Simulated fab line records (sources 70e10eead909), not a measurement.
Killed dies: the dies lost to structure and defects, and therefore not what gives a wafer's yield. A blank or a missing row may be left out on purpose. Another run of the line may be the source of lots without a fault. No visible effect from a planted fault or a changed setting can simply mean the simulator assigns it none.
2 desks looking at one fault || flow nand-harc || only its own numbers are on each desk; what lay behind them is given at the end

## DESK OF THE TOOL OWNER: arfi-scanner-02
The tool's own readings at NHARC_A_SGD_CUT_EXPOSE_06 (exposes mask SGD): means of the sampled wafers that have a number, for each lot that ran on this tool. Marked OUT: a lot whose mean sits more than 4 standard deviations from the usual mean, which makes it out of limits; the brackets give that distance.
Columns: A = exposure-dose-mJ-cm2 at NHARC_A_SGD_CUT_EXPOSE_06, usual 85.53; B = reticle-temp-C at NHARC_A_SGD_CUT_EXPOSE_06, usual 22.98 C
{"lot": "L697", "first seen here": "day 13 18:13", "A": 85.49, "B": 23.13}
{"lot": "L704", "first seen here": "day 15 20:11", "A": "98.04 (+99 or more) OUT", "B": 23.02}
{"lot": "L706", "first seen here": "day 16 08:20", "A": "95.47 (+99 or more) OUT", "B": 23.02}
{"lot": "L705", "first seen here": "day 16 09:07", "A": "93.50 (+99 or more) OUT", "B": 23.08}
This desk's finding: out of limits on L704, L705, L706; first on L704, day 15 20:11 (exposure-dose-mJ-cm2 at NHARC_A_SGD_CUT_EXPOSE_06). L697 stayed within limits.

## AT THE METROLOGY DESK
What the gauges read for every lot (on any tool): the sampled wafers with a number, averaged. Marked OUT: a lot whose mean sits more than 4 standard deviations from the usual mean, which makes it out of limits; the brackets give that distance.
Columns: A = cd-nm at NHARC_A_SGD_CUT_CD_MEAS_09, usual 99.9 nm
{"lot": "L697", "first seen here": "day 13 18:22", "A": 100.4}
{"lot": "L698", "first seen here": "day 14 04:41", "A": 99.9}
{"lot": "L704", "first seen here": "day 15 20:20", "A": "110.0 (+21) OUT"}
{"lot": "L706", "first seen here": "day 16 08:28", "A": "107.1 (+15) OUT"}
{"lot": "L705", "first seen here": "day 16 09:15", "A": "106.4 (+13) OUT"}
{"lot": "L709", "first seen here": "day 17 01:24", "A": 100.3}
{"lot": "L710", "first seen here": "day 17 10:10", "A": 99.8}
{"lot": "L714", "first seen here": "day 18 11:49", "A": 100.3}
{"lot": "L716", "first seen here": "day 19 05:20", "A": 100.3}
{"lot": "L717", "first seen here": "day 19 10:19", "A": 100.3}
{"lot": "L719", "first seen here": "day 19 22:04", "A": 100.1}
This desk's finding: out of limits on L704, L705, L706; first on L704, day 15 20:20 (cd-nm at NHARC_A_SGD_CUT_CD_MEAS_09). L697, L698, L709, L710, L714, L716, L717, L719 stayed within limits.

## TAKEN TOGETHER
The tool owner's desk could have raised an alarm at day 15 20:11, on L704, L705, L706.
At day 15 20:20 the metrology desk could have sounded an alarm, on L704, L705, L706.
Every lot named ran NHARC_A_SGD_CUT_EXPOSE_06 on arfi-scanner-02.

## WHAT THE SIMULATOR HAD PUT IN
Drift in process parameters on arfi-scanner-02 at NHARC_A_SGD_CUT_EXPOSE_06, starting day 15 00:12. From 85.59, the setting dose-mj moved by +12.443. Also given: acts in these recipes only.
Lots struck among those shown: L704, L705, L706.
Hours from the fault's start to each desk's first reading out of limits: the tool owner's desk, 20; the metrology desk, 20.
